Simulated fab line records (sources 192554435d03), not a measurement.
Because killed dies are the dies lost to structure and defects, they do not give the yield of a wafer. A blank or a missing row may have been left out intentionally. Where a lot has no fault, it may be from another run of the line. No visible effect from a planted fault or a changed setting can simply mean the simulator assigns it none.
fab line records | flow n5_finfet
record: lots: 7 | wafers: 39
route steps=1938 shown HKMG_FIN@414 MOL_CONTACT_COAG@559
start_h: start of the lot's first displayed wafer, in hours after the record's first day | wait_h: hours since the lot's step before | " repeats the value in the row above | L1.1+2: several wafers, shown together as one row | - either no value or no given start | * or withheld: withheld | < > ~ a bound
route shown NAME@n: names a module that has steps shown in the file, with the first one's number in the route | usual: mean/standard deviation taken from wafers without a fault | same: alike in all rows | chamber/n: place in a boat | sites: per-site readings | _std_site: their standard deviation | _edge_site: the outer-site mean with the inner-site mean subtracted | radius_mm: how far each site lies from the wafer's centre | mask NAME#n: copy n | behind: the tool/chamber that last shaped the wafer | hold: the reason the lot was held/the length of the hold in hours/how it ended | device: the transistor (n, p or np) that didn't switch | end of line: tests of these same wafers at the route's end | a step with no rows: only its recipe | killed: dies lost to structure and defects at the first sort, not the wafer's yield | map: the dies of a wafer, with x for killed, . for not killed, _ for no die there
set.NAME: the run value of the setting; set.NAME@STEP: its run value at that earlier step | model.NAME: the simulator's own value behind a step, which no gauge read
lots where settings were altered on purpose, with a table for each step and a row for each wafer
== steps ==
step: N5_HKMG_FIN_RTA_80
recipe: temp_c: withheld | time_s: 2 | ambient: N2 | idle_temp_c: 600 | ramp_up_c_per_s: 150 | ramp_down_c_per_s: 60 | cool_to_c: 600
lot.wafer  | tool          | chamber | start_h | wait_h | set.time_s
L075.1+4+6 | rtp_anneal-01 | 0       | 79.17   | 0.4    | 2
L075.2+3+5 | "             | 0       | "       | "      | 2.389
L079.1+2+3 | rtp_anneal-02 | 0       | 103.25  | 0.2    | 1.737
L079.4+5+6 | "             | 0       | "       | "      | 2
L081.1+2+3 | rtp_anneal-01 | 0       | 115.05  | 0.1    | 2.34
L081.4+5+6 | "             | 0       | "       | "      | 2
L090.1+2+3 | rtp_anneal-01 | 0       | 171.51  | 0.2    | 1.824
L090.4+5+6 | "             | 0       | "       | "      | 2
L094.1+2+5 | rtp_anneal-01 | 0       | 194.50  | 0.2    | 2.339
L094.3+4+6 | "             | 0       | "       | "      | 2
L096.2+4+5 | rtp_anneal-01 | 0       | 205.84  | 0.1    | 2
L097.1+3+6 | rtp_anneal-02 | 0       | 214.06  | 0.1    | 1.542
L097.2+4+5 | "             | 0       | "       | "      | 2
step: N5_HKMG_FIN_PRECLEAN_64
recipe: chemistry: dHF | time_s: 30 | temp_c: 25 | dilution: withheld
step: N5_HKMG_FIN_WET_ETCH_65
recipe: chemistry: TMAH | temp_c: 70 | conc_wt_pct: 5 | target: a-Si | stop_on: TiN | time_s: 49 | target_depth_nm: 3
step: N5_HKMG_FIN_WET_ETCH_82
recipe: chemistry: dHCl | mix: 1:10000 | temp_c: 25 | target: La2O3 | stop_on: HfO2 | target_depth_nm: 2 | dry: ipa_marangoni | rinse_time_s: 30 | rinse_temp_c: 23
step: N5_HKMG_FIN_ALD_36
recipe: material: TiN | target_thk_a: 10 | temp_c: 400 | ald_precursor_family: TiCl4 | ald_co_reactant: NH3 | pulse_time_s: 1 | purge_time_s: 3 | co_reactant_purge_time_s: 2 | co_reactant_pulse_time_s: 2 | ald_cycles: 47 | pressure_torr: 3
step: N5_HKMG_FIN_THK_MEAS_70
recipe: thk_meas_gauge: xrf | reads: HfO2_of_HKMG_FIN_HK_ALD_01
usual: HK_THK: 1.583/0.019
lot.wafer | tool          | chamber | start_h | wait_h | set.ald_cycles@HKMG_FIN_HK_ALD_01 | HK_THK[nm]
L075.1    | film_metro-02 | -       | 79.71   | 0.2    | 30                                | 1.583
L075.2    | "             | -       | "       | "      | 30                                | 1.602
L075.3    | "             | -       | "       | "      | 28                                | 1.475
L075.4    | "             | -       | "       | "      | 28                                | 1.479
L075.5    | "             | -       | "       | "      | 30                                | 1.610
L075.6    | "             | -       | "       | "      | 28                                | 1.501
L079.1    | film_metro-02 | -       | 103.80  | 0.2    | 30                                | 1.569
L079.2    | "             | -       | "       | "      | 28                                | 1.463
L079.3    | "             | -       | "       | "      | 28                                | 1.471
L079.4    | "             | -       | "       | "      | 28                                | 1.466
L079.5    | "             | -       | "       | "      | 30                                | 1.540
L079.6    | "             | -       | "       | "      | 30                                | 1.587
L081.1    | film_metro-02 | -       | 115.69  | 0.2    | 34                                | 1.778
L081.2    | "             | -       | "       | "      | 30                                | 1.578
L081.3    | "             | -       | "       | "      | 30                                | 1.607
L081.4    | "             | -       | "       | "      | 34                                | 1.773
L081.5    | "             | -       | "       | "      | 30                                | 1.555
L081.6    | "             | -       | "       | "      | 34                                | 1.774
L090.1    | film_metro-01 | -       | 172.05  | 0.2    | 30                                | 1.579
L090.2    | "             | -       | "       | "      | 28                                | 1.485
L090.3    | "             | -       | "       | "      | 28                                | 1.495
L090.4    | "             | -       | "       | "      | 28                                | 1.485
L090.5    | "             | -       | "       | "      | 30                                | 1.592
L090.6    | "             | -       | "       | "      | 30                                | 1.594
L094.1    | film_metro-01 | -       | 195.05  | 0.2    | 30                                | 1.544
L094.2    | "             | -       | "       | "      | 30                                | 1.593
L094.3    | "             | -       | "       | "      | 30                                | 1.561
L094.4    | "             | -       | "       | "      | 30                                | 1.572
L094.5    | "             | -       | "       | "      | 30                                | 1.558
L094.6    | "             | -       | "       | "      | 30                                | 1.554
L096.2    | film_metro-01 | -       | 206.37  | 0.2    | 30                                | 1.585
L096.4    | "             | -       | "       | "      | 30                                | 1.606
L096.5    | "             | -       | "       | "      | 30                                | 1.594
L097.1    | film_metro-01 | -       | 214.60  | 0.2    | 30                                | 1.600
L097.2    | "             | -       | "       | "      | 30                                | 1.617
L097.3    | "             | -       | "       | "      | 30                                | 1.590
L097.4    | "             | -       | "       | "      | 30                                | 1.597
L097.5    | "             | -       | "       | "      | 30                                | 1.602
L097.6    | "             | -       | "       | "      | 30                                | 1.613
step: N5_MOL_CONTACT_COAG_ALD_27
recipe: material: SiOC | target_thk_a: 170 | temp_c: 400 | ald_precursor_family: carbosiloxane | ald_co_reactant: H2-plasma | pulse_time_s: 1.5 | time_s: 2720 | purge_time_s: 2 | co_reactant_purge_time_s: 2 | ald_cycles: 340 | pressure_torr: 2
lot.wafer  | tool       | chamber | start_h | wait_h | set.ald_cycles | model.SiOC_of_MOL_CONTACT_COAG_ALD_27.thk_nm
L075.1+2   | ald_sin-04 | 3,1     | 101.09  | 0.7    | 340            | 17
L075.3     | "          | 2       | "       | "      | 340            | 17.2
L075.4+5+6 | "          | 1,3,2   | "       | "      | 287            | 14.4
L079.1+3+6 | ald_sin-02 | 0,2,1   | 128.81  | 0.0    | 398            | 19.8
L079.2+4+5 | "          | 1,3,2   | "       | "      | 340            | 17
L081.1+6   | ald_sin-02 | 2,3     | 136.27  | 0.0    | 340            | 17
L081.2     | "          | 0       | "       | "      | 340            | 16.8
L081.3+5   | "          | 1,0     | "       | "      | 285            | 14.2
L081.4     | "          | 3       | "       | "      | 285            | 14.4
L090.1+2+5 | ald_sin-04 | 1,2,1   | 194.79  | 0.0    | 370            | 18.4
L090.3+4+6 | "          | 3,0,2   | "       | "      | 340            | 17
L094.1+5+6 | ald_sin-01 | 2,2,3   | 215.36  | 0.0    | 340            | 17
L094.2+3+4 | "          | 3,1,1   | "       | "      | 306            | 15.4
L096.2+4+5 | ald_sin-01 | 1,1,2   | 227.24  | 0.0    | 340            | 17
L097.1     | ald_sin-02 | 1       | 235.91  | 0.0    | 375            | 18.6
L097.2+3   | "          | 2,0     | "       | "      | 375            | 18.8
L097.4+5+6 | "          | 3,0,1   | "       | "      | 340            | 17
== key ==
split: step: N5_HKMG_FIN_RTA_80 | setting: time_s | stated: 2 | by: wafer
response none clear
split: step: N5_MOL_CONTACT_COAG_ALD_27 | setting: ald_cycles | stated: 340 | by: wafer
response: step: N5_MOL_CONTACT_COAG_ALD_27 | reading: model.SiOC_of_MOL_CONTACT_COAG_ALD_27.thk_nm | change: +0.166 | per: 1% | r: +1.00
split outside_this_file step=N5_HKMG_FIN_HK_ALD_01 setting=ald_cycles
split outside_this_file: this setting was split too, and the file shows its column; the key of that split is in another file
